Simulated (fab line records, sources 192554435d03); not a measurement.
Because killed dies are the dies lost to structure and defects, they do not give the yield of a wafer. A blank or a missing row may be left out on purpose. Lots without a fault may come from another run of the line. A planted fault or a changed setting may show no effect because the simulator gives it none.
fab line records | flow n5_finfet
record: lots: 24 wafers: 72 last_day: 17
route steps=1938 shown GATE_CUT@474 MOL_CONTACT_COAG@545
lots untouched by any fault: they come from a run of this same line in which no faults occurred
start_h: hours from the record's opening day to when the first of the lot's shown wafers began | wait_h: how many hours have passed since the lot's step before this one | " the same as in the row above | L1.1+2: a row that stands for several wafers | - either no value or no given start | * or withheld: withheld | < > ~ a bound
route shown NAME@n: names a module that has steps shown in the file, with the first one's number in the route | usual: average and standard deviation across the fault-free wafers | same: alike in all rows | chamber/n: place in a boat | sites: readings site by site | _std_site: the values' standard deviation | _edge_site: mean of outer sites minus mean of inner sites | radius_mm: for every site, how far away it sits from the centre of the wafer | mask NAME#n: copy n | behind: the last tool/chamber to shape the wafer | hold: why the lot was held/for how many hours/how that ended | device: which transistor (n, p or np) failed to switch | end of line: the same wafers' tests at the end of the route | a step without rows: its recipe alone | killed: not the wafer's yield, but the dies lost to structure and defects at the first sort | map: the dies of a wafer, with x for killed, . for not killed, _ for no die there
set.NAME: setting as actually run; set.NAME@STEP: the setting as run at that earlier step | model.NAME: the simulator's own value behind a step, which no gauge read
one table for each step of the route and one row for each wafer, over a sample of lots
services: from which hour (start_h, from the record's first day; less than 0 if before it) a tool's chamber was out of use, for how many hours, and why
== steps ==
step: N5_GATE_CUT_PECVD_57
recipe: material: SiNx target_thk_a: 210 temp_c: 400 precursor: SiH4/NH3/N2 pressure_torr: 1.5 rf_w: 300
usual: heater_power_w: 817/77 showerhead_plenum_p_Torr: 5.18/0.051 throttle_valve_pct: 39.9/1.7
columns lot.wafer tool chamber start_h wait_h heater_power_w showerhead_plenum_p_Torr throttle_valve_pct
L074.2 pecvd-03 2 80.97 1.1 877 5.01 38.6
L074.4 " 1 " " 785 5.21 40.9
L074.5 " 0 " " 865 5.20 39.6
L075.3 pecvd-04 0 88.34 1.1 794 5.22 41.0
L075.5 " 2 " " 751 5.18 38.2
L075.6 " 1 " " 778 5.16 40.0
L076.2 pecvd-03 2 94.93 1.1 831 5.00 38.5
L076.5 " 2 " " 855 5.01 38.3
L076.6 " 1 " " 830 5.22 40.9
L077.2 pecvd-02 2 101.21 1.1 656 5.19 39.9
L077.4 " 1 " " 866 5.20 37.1
L077.6 " 0 " " 989 5.16 43.5
L078.3 pecvd-04 0 108.65 1.1 804 5.23 40.8
L078.4 " 1 " " 754 5.17 40.1
L078.6 " 0 " " 808 5.21 41.1
L079.2 pecvd-04 0 118.19 1.1 815 5.22 40.8
L079.3 " 1 " " 790 5.17 40.0
L079.4 " 1 " " 792 5.17 40.0
L080.2 pecvd-04 2 119.93 1.1 822 5.18 38.0
L080.4 " 1 " " 852 5.17 39.9
L080.6 " 2 " " 812 5.18 37.9
L081.1 pecvd-04 0 126.23 1.1 720 5.20 41.3
L081.4 " 1 " " 864 5.17 40.0
L081.6 " 2 " " 821 5.19 38.1
L082.2 pecvd-04 0 130.11 1.1 802 5.20 40.8
L082.5 " 0 " " 793 5.21 41.2
L082.6 " 1 " " 874 5.17 40.1
L083.3 pecvd-03 1 134.68 1.1 759 5.21 40.8
L083.4 " 0 " " 755 5.19 39.7
L083.5 " 1 " " 786 5.22 40.7
L084.2 pecvd-02 2 142.38 1.1 701 5.20 40.2
L084.4 " 2 " " 709 5.18 40.0
L084.6 " 1 " " 851 5.19 36.9
L085.1 pecvd-02 2 154.85 1.1 676 5.19 40.3
L085.2 " 1 " " 862 5.18 36.8
L085.6 " 0 " " 999 5.14 43.4
L086.2 pecvd-04 2 158.11 1.1 761 5.18 38.1
L086.3 " 1 " " 822 5.17 40.1
L086.6 " 0 " " 785 5.21 41.3
L087.1 pecvd-03 1 161.26 1.1 825 5.21 40.6
L087.5 " 0 " " 880 5.19 39.6
L087.6 " 2 " " 911 5.01 38.2
L088.1 pecvd-02 2 171.50 1.1 643 5.21 40.4
L088.2 " 0 " " 916 5.16 43.5
L088.3 " 1 " " 865 5.18 37.3
L089.2 pecvd-04 1 175.04 1.1 925 5.18 39.9
L089.4 " 1 " " 900 5.17 40.0
L089.5 " 2 " " 824 5.19 38.2
L090.2 pecvd-03 0 177.76 1.1 901 5.19 40.0
L090.3 " 2 " " 912 5.01 38.4
L090.6 " 0 " " 923 5.19 40.0
L091.2 pecvd-02 0 187.30 1.1 1017 5.14 43.7
L091.3 " 2 " " 734 5.19 40.2
L091.6 " 1 " " 868 5.19 37.0
L092.2 pecvd-04 0 194.46 1.1 732 5.21 41.5
L092.3 " 1 " " 816 5.18 40.1
L092.4 " 0 " " 720 5.22 41.9
L093.1 pecvd-02 0 198.36 1.1 899 5.15 43.3
L093.2 " 1 " " 819 5.19 37.1
L093.5 " 1 " " 821 5.19 37.1
L094.1 pecvd-03 0 206.06 1.1 754 5.19 39.9
L094.5 " 1 " " 821 5.22 40.6
L094.6 " 0 " " 758 5.19 40.1
L095.1 pecvd-04 0 210.70 1.1 783 5.22 41.8
L095.3 " 2 " " 710 5.18 38.3
L095.4 " 0 " " 792 5.21 41.9
L096.1 pecvd-02 2 215.45 1.1 751 5.18 40.4
L096.3 " 0 " " 958 5.15 43.4
L096.4 " 1 " " 793 5.18 37.2
L097.2 pecvd-03 1 222.50 1.1 772 5.21 40.7
L097.4 " 0 " " 815 5.18 40.0
L097.5 " 0 " " 834 5.19 40.0
step: N5_GATE_CUT_INSPECT_15
recipe: mode: adi inspect_instrument: brightfield
usual: raw_defect_count: 141/42
columns lot.wafer tool chamber start_h wait_h raw_defect_count
L074.2 defect_inspect-02 - 81.93 0.0 143
L074.4 " - " " 203
L074.5 " - " " 241
L075.3 defect_inspect-01 - 89.17 0.0 108
L075.5 " - " " 175
L075.6 " - " " 125
L076.2 defect_inspect-01 - 95.88 0.0 168
L076.5 " - " " 182
L076.6 " - " " 187
L077.2 defect_inspect-01 - 102.17 0.0 147
L077.4 " - " " 139
L077.6 " - " " 206
L078.3 defect_inspect-01 - 109.49 0.1 162
L078.4 " - " " 184
L078.6 " - " " 125
L079.2 defect_inspect-02 - 119.28 0.0 101
L079.3 " - " " 101
L079.4 " - " " 113
L080.2 defect_inspect-02 - 120.76 0.0 190
L080.4 " - " " 136
L080.6 " - " " 91
L081.1 defect_inspect-02 - 127.19 0.1 115
L081.4 " - " " 162
L081.6 " - " " 110
L082.2 defect_inspect-02 - 131.07 0.0 200
L082.5 " - " " 186
L082.6 " - " " 107
L083.3 defect_inspect-01 - 135.55 0.0 108
L083.4 " - " " 134
L083.5 " - " " 86
L084.2 defect_inspect-02 - 143.34 0.0 103
L084.4 " - " " 122
L084.6 " - " " 96
L085.1 defect_inspect-01 - 155.80 0.1 179
L085.2 " - " " 148
L085.6 " - " " 128
L086.2 defect_inspect-02 - 158.94 0.0 139
L086.3 " - " " 195
L086.6 " - " " 176
L087.1 defect_inspect-01 - 162.22 0.1 82
L087.5 " - " " 117
L087.6 " - " " 88
L088.1 defect_inspect-01 - 172.46 0.1 98
L088.2 " - " " 169
L088.3 " - " " 104
L089.2 defect_inspect-01 - 175.87 0.0 154
L089.4 " - " " 122
L089.5 " - " " 200
L090.2 defect_inspect-01 - 178.59 0.0 112
L090.3 " - " " 81
L090.6 " - " " 113
L091.2 defect_inspect-01 - 188.29 0.0 130
L091.3 " - " " 85
L091.6 " - " " 121
L092.2 defect_inspect-02 - 195.41 0.0 127
L092.3 " - " " 129
L092.4 " - " " 186
L093.1 defect_inspect-01 - 199.20 0.1 292
L093.2 " - " " 194
L093.5 " - " " 157
L094.1 defect_inspect-01 - 206.91 0.1 104
L094.5 " - " " 166
L094.6 " - " " 87
L095.1 defect_inspect-01 - 211.53 0.1 142
L095.3 " - " " 170
L095.4 " - " " 167
L096.1 defect_inspect-02 - 216.42 0.1 144
L096.3 " - " " 149
L096.4 " - " " 146
L097.2 defect_inspect-01 - 223.50 0.0 154
L097.4 " - " " 148
L097.5 " - " " 136
step: N5_MOL_CONTACT_COAG_SIL_ANNEAL_21
recipe: temp_c: 550 time_s: 60 ambient: N2
usual: lamp_power_pct: 5.90/0.091 lamp_zone_1_pct: 5.90/0.091 wafer_temp_C_max: 552.9/0.68
same: time_s: 60
columns lot.wafer tool chamber start_h wait_h lamp_power_pct lamp_zone_1_pct wafer_temp_C_max
L074.2 rtp_anneal-02 0 88.07 0.3 5.96 5.96 551.9
L074.4 " 0 " " 5.97 5.96 552.9
L074.5 " 0 " " 5.96 5.96 552.6
L075.3 rtp_anneal-02 0 95.55 0.3 5.96 5.96 553.2
L075.5 " 0 " " 5.96 5.97 552.2
L075.6 " 0 " " 5.96 5.95 552.4
L076.2 rtp_anneal-02 0 103.44 0.2 5.96 5.96 553.1
L076.5 " 0 " " 5.96 5.96 553.3
L076.6 " 0 " " 5.97 5.96 552.7
L077.2 rtp_anneal-02 0 109.30 0.2 5.96 5.95 553.1
L077.4 " 0 " " 5.97 5.96 552.5
L077.6 " 0 " " 5.95 5.96 552.3
L078.3 rtp_anneal-02 0 115.64 0.3 5.96 5.96 552.1
L078.4 " 0 " " 5.97 5.96 551.4
L078.6 " 0 " " 5.96 5.97 553.8
L079.2 rtp_anneal-02 0 124.82 0.3 5.96 5.96 552.1
L079.3 " 0 " " 5.96 5.96 552.7
L079.4 " 0 " " 5.97 5.96 552.5
L080.2 rtp_anneal-02 0 125.99 0.2 5.96 5.96 552.2
L080.4 " 0 " " 5.96 5.97 552.0
L080.6 " 0 " " 5.97 5.96 552.9
L081.1 rtp_anneal-02 0 132.48 0.2 5.96 5.96 553.0
L081.4 " 0 " " 5.96 5.96 553.0
L081.6 " 0 " " 5.96 5.97 552.8
L082.2 rtp_anneal-01 0 138.97 0.2 5.77 5.76 553.5
L082.5 " 0 " " 5.76 5.76 553.8
L082.6 " 0 " " 5.76 5.77 553.4
L083.3 rtp_anneal-02 0 140.78 0.3 5.96 5.96 552.8
L083.4 " 0 " " 5.96 5.95 552.7
L083.5 " 0 " " 5.96 5.97 552.3
L084.2 rtp_anneal-01 0 148.76 0.2 5.77 5.76 553.4
L084.4 " 0 " " 5.77 5.76 553.5
L084.6 " 0 " " 5.77 5.77 552.9
L085.1 rtp_anneal-01 0 161.82 0.2 5.77 5.78 553.0
L085.2 " 0 " " 5.77 5.76 554.4
L085.6 " 0 " " 5.78 5.78 553.9
L086.2 rtp_anneal-02 0 166.96 0.2 5.96 5.96 552.5
L086.3 " 0 " " 5.96 5.97 553.0
L086.6 " 0 " " 5.96 5.96 552.6
L087.1 rtp_anneal-01 0 168.05 0.2 5.77 5.77 553.1
L087.5 " 0 " " 5.77 5.76 553.8
L087.6 " 0 " " 5.77 5.77 553.2
L088.1 rtp_anneal-02 0 179.09 0.2 5.96 5.96 552.2
L088.2 " 0 " " 5.97 5.96 552.4
L088.3 " 0 " " 5.97 5.96 552.2
L089.2 rtp_anneal-02 0 181.35 0.4 5.96 5.96 552.4
L089.4 " 0 " " 5.97 5.96 552.5
L089.5 " 0 " " 5.96 5.96 552.6
L090.2 rtp_anneal-02 0 184.68 0.2 5.97 5.96 552.4
L090.3 " 0 " " 5.96 5.95 552.5
L090.6 " 0 " " 5.97 5.96 552.3
L091.2 rtp_anneal-01 0 194.90 0.2 5.77 5.77 552.1
L091.3 " 0 " " 5.77 5.76 553.5
L091.6 " 0 " " 5.77 5.76 552.5
L092.2 rtp_anneal-02 0 201.85 0.2 5.97 5.97 552.8
L092.3 " 0 " " 5.97 5.95 552.5
L092.4 " 0 " " 5.96 5.97 553.1
L093.1 rtp_anneal-01 0 205.47 0.2 5.76 5.78 552.9
L093.2 " 0 " " 5.78 5.77 553.6
L093.5 " 0 " " 5.77 5.77 553.6
L094.1 rtp_anneal-02 0 212.45 0.2 5.96 5.96 551.9
L094.5 " 0 " " 5.97 5.96 553.5
L094.6 " 0 " " 5.95 5.96 553.0
L095.1 rtp_anneal-01 0 217.24 0.3 5.76 5.77 554.6
L095.3 " 0 " " 5.77 5.77 553.8
L095.4 " 0 " " 5.77 5.77 553.3
L096.1 rtp_anneal-01 0 222.12 0.2 5.77 5.77 554.2
L096.3 " 0 " " 5.77 5.77 554.8
L096.4 " 0 " " 5.76 5.77 553.1
L097.2 rtp_anneal-02 0 229.18 0.2 5.96 5.96 553.3
L097.4 " 0 " " 5.96 5.96 553.0
L097.5 " 0 " " 5.96 5.96 553.6
step: N5_MOL_CONTACT_COAG_PRE_CLEAN_141
recipe: gas: H2/He time_s: 60 temp_c: 300
usual: heater_power_w: 476/53
same: time_s: 60
columns lot.wafer tool chamber start_h wait_h heater_power_w
L074.2 pvd_sputter-02 - 88.60 0.5 477
L074.4 " - " " 429
L074.5 " - " " 435
L075.3 pvd_sputter-02 - 95.97 0.4 461
L075.5 " - " " 549
L075.6 " - " " 455
L076.2 pvd_sputter-02 - 104.03 0.6 436
L076.5 " - " " 434
L076.6 " - " " 466
L077.2 pvd_sputter-02 - 109.87 0.5 553
L077.4 " - " " 432
L077.6 " - " " 455
L078.3 pvd_sputter-02 - 115.80 0.1 438
L078.4 " - " " 562
L078.6 " - " " 560
L079.2 pvd_sputter-02 - 125.26 0.4 567
L079.3 " - " " 460
L079.4 " - " " 435
L080.2 pvd_sputter-03 - 128.67 2.7 452
L080.4 " - " " 456
L080.6 " - " " 457
L081.1 pvd_sputter-03 - 133.65 1.1 510
L081.4 " - " " 454
L081.6 " - " " 514
L082.2 pvd_sputter-02 - 139.36 0.4 430
L082.5 " - " " 442
L082.6 " - " " 435
L083.3 pvd_sputter-01 - 142.35 1.5 374
L083.4 " - " " 459
L083.5 " - " " 552
L084.2 pvd_sputter-02 - 151.00 2.2 462
L084.4 " - " " 434
L084.6 " - " " 564
L085.1 pvd_sputter-01 - 162.04 0.2 494
L085.2 " - " " 470
L085.6 " - " " 553
L086.2 pvd_sputter-01 - 168.14 1.1 493
L086.3 " - " " 372
L086.6 " - " " 363
L087.1 pvd_sputter-01 - 168.38 0.3 372
L087.5 " - " " 513
L087.6 " - " " 358
L088.1 pvd_sputter-03 - 179.72 0.6 497
L088.2 " - " " 493
L088.3 " - " " 467
L089.2 pvd_sputter-03 - 181.78 0.4 505
L089.4 " - " " 459
L089.5 " - " " 457
L090.2 pvd_sputter-01 - 185.23 0.5 467
L090.3 " - " " 550
L090.6 " - " " 541
L091.2 pvd_sputter-01 - 195.94 1.0 486
L091.3 " - " " 377
L091.6 " - " " 376
L092.2 pvd_sputter-01 - 202.62 0.7 377
L092.3 " - " " 473
L092.4 " - " " 559
L093.1 pvd_sputter-02 - 207.24 1.7 451
L093.2 " - " " 446
L093.5 " - " " 431
L094.1 pvd_sputter-01 - 214.60 2.1 507
L094.5 " - " " 374
L094.6 " - " " 496
L095.1 pvd_sputter-02 - 217.71 0.4 418
L095.3 " - " " 442
L095.4 " - " " 469
L096.1 pvd_sputter-03 - 223.06 0.9 449
L096.3 " - " " 451
L096.4 " - " " 504
L097.2 pvd_sputter-02 - 232.61 3.4 567
L097.4 " - " " 464
L097.5 " - " " 440
step: N5_MOL_CONTACT_COAG_SPUTTER_143
recipe: material: Co target_thk_a: 25 temp_c: 25 chamber_pressure_pa: 0.2
usual: throttle_valve_pct: 29.8/1.2
columns lot.wafer tool chamber start_h wait_h throttle_valve_pct
L074.2 pvd_sputter-02 - 88.66 0.0 29.6
L074.4 " - " " 31.6
L074.5 " - " " 31.4
L075.3 pvd_sputter-02 - 96.03 0.0 29.6
L075.5 " - " " 30.4
L075.6 " - " " 29.4
L076.2 pvd_sputter-02 - 104.09 0.0 31.5
L076.5 " - " " 31.3
L076.6 " - " " 29.4
L077.2 pvd_sputter-02 - 109.93 0.0 30.0
L077.4 " - " " 31.3
L077.6 " - " " 29.7
L078.3 pvd_sputter-02 - 115.86 0.0 28.0
L078.4 " - " " 30.1
L078.6 " - " " 30.1
L079.2 pvd_sputter-02 - 125.32 0.0 29.5
L079.3 " - " " 29.4
L079.4 " - " " 28.2
L080.2 pvd_sputter-03 - 128.73 0.0 30.1
L080.4 " - " " 30.2
L080.6 " - " " 30.3
L081.1 pvd_sputter-03 - 133.71 0.0 28.8
L081.4 " - " " 30.4
L081.6 " - " " 29.0
L082.2 pvd_sputter-02 - 139.42 0.0 31.4
L082.5 " - " " 28.5
L082.6 " - " " 31.5
L083.3 pvd_sputter-01 - 142.41 0.0 31.1
L083.4 " - " " 31.9
L083.5 " - " " 27.7
L084.2 pvd_sputter-02 - 151.06 0.0 29.3
L084.4 " - " " 31.3
L084.6 " - " " 29.9
L085.1 pvd_sputter-01 - 162.10 0.0 28.9
L085.2 " - " " 31.8
L085.6 " - " " 27.8
L086.2 pvd_sputter-01 - 168.20 0.0 28.8
L086.3 " - " " 31.2
L086.6 " - " " 31.0
L087.1 pvd_sputter-01 - 168.44 0.0 30.8
L087.5 " - " " 29.1
L087.6 " - " " 30.9
L088.1 pvd_sputter-03 - 179.78 0.0 28.9
L088.2 " - " " 28.7
L088.3 " - " " 30.4
L089.2 pvd_sputter-03 - 181.84 0.0 29.5
L089.4 " - " " 30.0
L089.5 " - " " 30.1
L090.2 pvd_sputter-01 - 185.29 0.0 32.1
L090.3 " - " " 27.7
L090.6 " - " " 27.8
L091.2 pvd_sputter-01 - 196.00 0.0 32.1
L091.3 " - " " 31.4
L091.6 " - " " 30.7
L092.2 pvd_sputter-01 - 202.68 0.0 31.1
L092.3 " - " " 32.2
L092.4 " - " " 27.6
L093.1 pvd_sputter-02 - 207.30 0.0 29.6
L093.2 " - " " 28.5
L093.5 " - " " 31.4
L094.1 pvd_sputter-01 - 214.66 0.0 28.9
L094.5 " - " " 31.0
L094.6 " - " " 28.9
L095.1 pvd_sputter-02 - 217.77 0.0 31.6
L095.3 " - " " 28.3
L095.4 " - " " 29.5
L096.1 pvd_sputter-03 - 223.12 0.0 30.4
L096.3 " - " " 30.5
L096.4 " - " " 29.4
L097.2 pvd_sputter-02 - 232.67 0.0 30.1
L097.4 " - " " 29.4
L097.5 " - " " 28.5
step: N5_MOL_CONTACT_COAG_PRE_CLEAN_142
recipe: gas: H2/He time_s: 60 temp_c: 300
usual: heater_power_w: 472/46
same: time_s: 60
columns lot.wafer tool chamber start_h wait_h heater_power_w
L074.2 pvd_sputter-03 - 91.64 1.5 457
L074.4 " - " " 466
L074.5 " - " " 464
L075.3 pvd_sputter-02 - 98.85 1.6 450
L075.5 " - " " 456
L075.6 " - " " 559
L076.2 pvd_sputter-01 - 106.12 1.0 488
L076.5 " - " " 376
L076.6 " - " " 493
L077.2 pvd_sputter-02 - 112.25 1.3 439
L077.4 " - " " 443
L077.6 " - " " 445
L078.3 pvd_sputter-01 - 122.18 4.7 457
L078.4 " - " " 544
L078.6 " - " " 492
L079.2 pvd_sputter-02 - 128.68 2.3 427
L079.3 " - " " 565
L079.4 " - " " 456
L080.2 pvd_sputter-03 - 131.67 1.6 449
L080.4 " - " " 509
L080.6 " - " " 511
L081.1 pvd_sputter-01 - 138.85 4.2 502
L081.4 " - " " 376
L081.6 " - " " 377
L082.2 pvd_sputter-02 - 142.39 1.7 449
L082.5 " - " " 535
L082.6 " - " " 447
L083.3 pvd_sputter-03 - 144.91 1.3 509
L083.4 " - " " 460
L083.5 " - " " 470
L084.2 pvd_sputter-02 - 157.29 5.2 451
L084.4 " - " " 459
L084.6 " - " " 452
L085.1 pvd_sputter-03 - 163.99 1.0 469
L085.2 " - " " 514
L085.6 " - " " 510
L086.2 pvd_sputter-02 - 170.75 1.5 427
L086.3 " - " " 438
L086.6 " - " " 430
L087.1 pvd_sputter-03 - 170.84 1.3 509
L087.5 " - " " 460
L087.6 " - " " 462
L088.1 pvd_sputter-02 - 181.66 1.0 563
L088.2 " - " " 450
L088.3 " - " " 429
L089.2 pvd_sputter-03 - 184.40 1.5 475
L089.4 " - " " 500
L089.5 " - " " 521
L090.2 pvd_sputter-02 - 188.71 2.4 448
L090.3 " - " " 468
L090.6 " - " " 458
L091.2 pvd_sputter-01 - 197.74 0.7 377
L091.3 " - " " 470
L091.6 " - " " 378
L092.2 pvd_sputter-03 - 205.07 1.3 469
L092.3 " - " " 459
L092.4 " - " " 499
L093.1 pvd_sputter-01 - 210.64 2.3 545
L093.2 " - " " 369
L093.5 " - " " 531
L094.1 pvd_sputter-01 - 216.90 1.4 500
L094.5 " - " " 369
L094.6 " - " " 502
L095.1 pvd_sputter-03 - 221.84 3.2 457
L095.3 " - " " 522
L095.4 " - " " 473
L096.1 pvd_sputter-03 - 225.08 1.1 508
L096.3 " - " " 506
L096.4 " - " " 453
L097.2 pvd_sputter-02 - 236.01 2.3 467
L097.4 " - " " 433
L097.5 " - " " 557
== services ==
columns tool chamber start_h hours kind
pvd_sputter-03 - 77.00 1.2 repair
pecvd-02 2 112.76 5.5 scheduled_down
pecvd-03 2 114.00 2.1 scheduled_down
pvd_sputter-01 - 149.90 7.8 repair
pecvd-04 - 151.02 2.8 pm
pecvd-02 - 157.09 1.2 repair
pecvd-02 0 160.48 9.3 repair
pecvd-02 - 170.23 1.2 repair
pvd_sputter-01 - 175.05 0.9 repair
pecvd-04 1 186.84 5.5 scheduled_down
pecvd-03 - 195.89 6.0 pm
pecvd-03 2 202.38 - clean
pecvd-03 2 202.38 - consumable_replace:showerhead
pecvd-03 2 202.38 29.0 scheduled_down
pecvd-03 2 202.38 29.0 vent_cycle
pecvd-03 - 207.52 4.3 pm
pecvd-02 0 217.83 2.1 scheduled_down
pecvd-04 - 226.86 0.3 repair
== key ==
fault none
